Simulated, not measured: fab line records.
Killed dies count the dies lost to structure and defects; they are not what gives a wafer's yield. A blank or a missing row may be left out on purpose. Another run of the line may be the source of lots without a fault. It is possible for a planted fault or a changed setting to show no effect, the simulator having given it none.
Split-lot trial :: flow n5_finfet :: 21 wafers read from 7 lots, route of 1938 steps

## THE SPLIT ITSELF
At N5_BEOL_M9_ETCH_62 (etches SOC in N2/H2, target depth 110 nm, overetch 22 nm, time 165 s), the setting source_w was moved away from the recipe's 840 W on 6 of the 21 wafers read, by -15.4% to +12.9%. For the rest of the wafers, this setting stayed at what the recipe calls for.

The reading is taken at the split's own step.

## THE READING
rf_vpp_V, in V, at N5_BEOL_M9_ETCH_62 (etches SOC in N2/H2, target depth 110 nm, overetch 22 nm, time 165 s). On this fab line, fault-free wafers typically give 523.2 V with a standard deviation of 2.1 V.

wafer: L078.1
tool, chamber at the split: rie_diel-06, 1
source_w as run, W: 840
against the recipe: recipe
rf_vpp_V, V: 523.0
against lot-mates on the recipe: -

wafer: L078.5
tool, chamber at the split: rie_diel-06, 0
source_w as run, W: 759.5
against the recipe: -9.6%
rf_vpp_V, V: 545.9
against lot-mates on the recipe: +22.1

wafer: L078.6
tool, chamber at the split: rie_diel-06, 1
source_w as run, W: 840
against the recipe: recipe
rf_vpp_V, V: 524.5
against lot-mates on the recipe: -

wafer: L077.2
tool, chamber at the split: rie_diel-05, 1
source_w as run, W: 912.4
against the recipe: +8.6%
rf_vpp_V, V: 508.6
against lot-mates on the recipe: -15.4

wafer: L077.4
tool, chamber at the split: rie_diel-05, 2
source_w as run, W: 912.4
against the recipe: +8.6%
rf_vpp_V, V: 509.6
against lot-mates on the recipe: -14.4

wafer: L077.6
tool, chamber at the split: rie_diel-05, 3
source_w as run, W: 840
against the recipe: recipe
rf_vpp_V, V: 524.0
against lot-mates on the recipe: -

wafer: L079.4
tool, chamber at the split: rie_diel-05, 2
source_w as run, W: 840
against the recipe: recipe
rf_vpp_V, V: 522.6
against lot-mates on the recipe: -

wafer: L079.5
tool, chamber at the split: rie_diel-05, 1
source_w as run, W: 840
against the recipe: recipe
rf_vpp_V, V: 522.2
against lot-mates on the recipe: -

wafer: L079.6
tool, chamber at the split: rie_diel-05, 3
source_w as run, W: 840
against the recipe: recipe
rf_vpp_V, V: 522.3
against lot-mates on the recipe: -

wafer: L082.1
tool, chamber at the split: rie_diel-06, 0
source_w as run, W: 840
against the recipe: recipe
rf_vpp_V, V: 527.7
against lot-mates on the recipe: -

wafer: L082.4
tool, chamber at the split: rie_diel-06, 2
source_w as run, W: 840
against the recipe: recipe
rf_vpp_V, V: 526.5
against lot-mates on the recipe: -

wafer: L082.6
tool, chamber at the split: rie_diel-06, 0
source_w as run, W: 840
against the recipe: recipe
rf_vpp_V, V: 527.3
against lot-mates on the recipe: -

wafer: L084.3
tool, chamber at the split: rie_diel-05, 3
source_w as run, W: 948.2
against the recipe: +12.9%
rf_vpp_V, V: 503.2
against lot-mates on the recipe: -21.0

wafer: L084.4
tool, chamber at the split: rie_diel-05, 0
source_w as run, W: 948.2
against the recipe: +12.9%
rf_vpp_V, V: 500.7
against lot-mates on the recipe: -23.5

wafer: L084.5
tool, chamber at the split: rie_diel-05, 3
source_w as run, W: 840
against the recipe: recipe
rf_vpp_V, V: 524.2
against lot-mates on the recipe: -

wafer: L086.2
tool, chamber at the split: rie_diel-01, 2
source_w as run, W: 840
against the recipe: recipe
rf_vpp_V, V: 522.3
against lot-mates on the recipe: -

wafer: L086.3
tool, chamber at the split: rie_diel-01, 0
source_w as run, W: 840
against the recipe: recipe
rf_vpp_V, V: 525.4
against lot-mates on the recipe: -

wafer: L086.4
tool, chamber at the split: rie_diel-01, 3
source_w as run, W: 840
against the recipe: recipe
rf_vpp_V, V: 523.1
against lot-mates on the recipe: -

wafer: L089.1
tool, chamber at the split: rie_diel-05, 2
source_w as run, W: 840
against the recipe: recipe
rf_vpp_V, V: 523.6
against lot-mates on the recipe: -

wafer: L089.3
tool, chamber at the split: rie_diel-05, 1
source_w as run, W: 710.4
against the recipe: -15.4%
rf_vpp_V, V: 553.5
against lot-mates on the recipe: +30.9

wafer: L089.5
tool, chamber at the split: rie_diel-05, 0
source_w as run, W: 840
against the recipe: recipe
rf_vpp_V, V: 521.6
against lot-mates on the recipe: -

FIT RESULTS
A straight line over all 21 wafers: rf_vpp_V changes by -1.85 V for each +1% of source_w; r = -0.99; the points scatter about the line by 2 V.
The same after taking each lot's own level away (the mean of its wafers on the recipe; 21 wafers): -1.89 V for each +1%; r = -0.99; scatter 1.4 V.
On that fit, the largest move of source_w shifts the reading by 29 V.
The lots' own levels span 522.37 to 527.17 V, that is 2.3 times the standard deviation above.
Hence the lot-to-lot level has little effect on the slope; both slopes agree.
Check: for one of the wafers moved furthest among these (-15.4%), held out of the fit, the line's prediction against its lot-mates is +29 V. It came out at +30.9 V against them.
Tool readings at the split's step, against how far the setting was moved: rf_vpp_V r = -0.99.

## THESE WAFERS: OTHER SPLITS
These wafers also went through other splits before the reading. Each is held against what the fit with the lots' levels taken away leaves over:
other split on the same wafers: N5_BEOL_M5_TRENCH_ETCH_37 bias_w
wafers away from the commonest value: 7
r with rf_vpp_V (lot level and that fit taken away): -0.04

other split on the same wafers: N5_BEOL_M6_ETCH_62 time_s
wafers away from the commonest value: 6
r with rf_vpp_V (lot level and that fit taken away): +0.12

other split on the same wafers: N5_BEOL_M6_COAT_22 spin_rpm
wafers away from the commonest value: 8
r with rf_vpp_V (lot level and that fit taken away): +0.09

other split on the same wafers: N5_BEOL_M7_COAT_71 spin_rpm
wafers away from the commonest value: 7
r with rf_vpp_V (lot level and that fit taken away): -0.18

other split on the same wafers: N5_BEOL_M7_EXPOSE_25 dose_mj
wafers away from the commonest value: 7
r with rf_vpp_V (lot level and that fit taken away): +0.13

other split on the same wafers: N5_BEOL_M8_ETCH_62 time_s
wafers away from the commonest value: 8
r with rf_vpp_V (lot level and that fit taken away): -0.28

## THE FILE'S OWN FIT
rf_vpp_V changes by -1.93 V for each +1% of source_w, r = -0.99.
